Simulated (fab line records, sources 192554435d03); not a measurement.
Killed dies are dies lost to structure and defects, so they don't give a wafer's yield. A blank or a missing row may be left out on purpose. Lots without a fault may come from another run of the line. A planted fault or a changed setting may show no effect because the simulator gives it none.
Chamber matching | flow n5_finfet | N5_BEOL_M3_STRIP_19 on rie_diel-05: 4 sister chambers
The step strips in O2. 8 wafers are shown with their chamber, then 9 later ones without.

WAFERS WITH THEIR CHAMBER
wafer  | chamber | drypump_motor_current_A (A) | showerhead_plenum_p_Torr (Torr)
L079.5 | 0       | 5.1                         | 2.18
L078.1 | 3       | 5.8                         | 2.20
L078.4 | 2       | 5.3                         | 2.05
L081.1 | 3       | 5.8                         | 2.20
L081.5 | 1       | 6.0                         | 2.09
L087.4 | 0       | 5.0                         | 2.18
L087.5 | 1       | 6.0                         | 2.09
L087.6 | 2       | 5.3                         | 2.04

WAFERS WITHOUT THEIR CHAMBER
wafer  | drypump_motor_current_A (A) | showerhead_plenum_p_Torr (Torr)
L095.1 | 5.3                         | 2.04
L095.2 | 6.0                         | 2.09
L095.3 | 5.8                         | 2.19
L095.4 | 5.3                         | 2.04
L095.5 | 5.8                         | 2.19
L095.6 | 6.0                         | 2.09
L096.2 | 5.8                         | 2.19
L096.4 | 5.0                         | 2.17
L096.6 | 6.0                         | 2.08

WHICH CHAMBER EACH WENT THROUGH
wafer  | from the rows above | in truth
L095.1 | 2                   | 2
L095.2 | 1                   | 1
L095.3 | 3                   | 3
L095.4 | 2                   | 2
L095.5 | 3                   | 3
L095.6 | 1                   | 1
L096.2 | 3                   | 3
L096.4 | 0                   | 0
L096.6 | 1                   | 1
Placed correctly: 9 of 9. Can't be placed from these rows: 0. Placed wrongly: 0.
How it was worked out, from the rows above alone: a wafer's distance from a chamber is the root of the sum, over the readings, of the square of ((its reading less the chamber's mean) divided by the reading's scatter). The wafer belongs to the nearest chamber; if the next one is less than 2 further off, it can't be placed. A chamber's mean is the mean of its shown wafers. The scatter: the root of (the sum of the squares of (reading less its chamber's mean) over the shown wafers, divided by (wafers less chambers)).
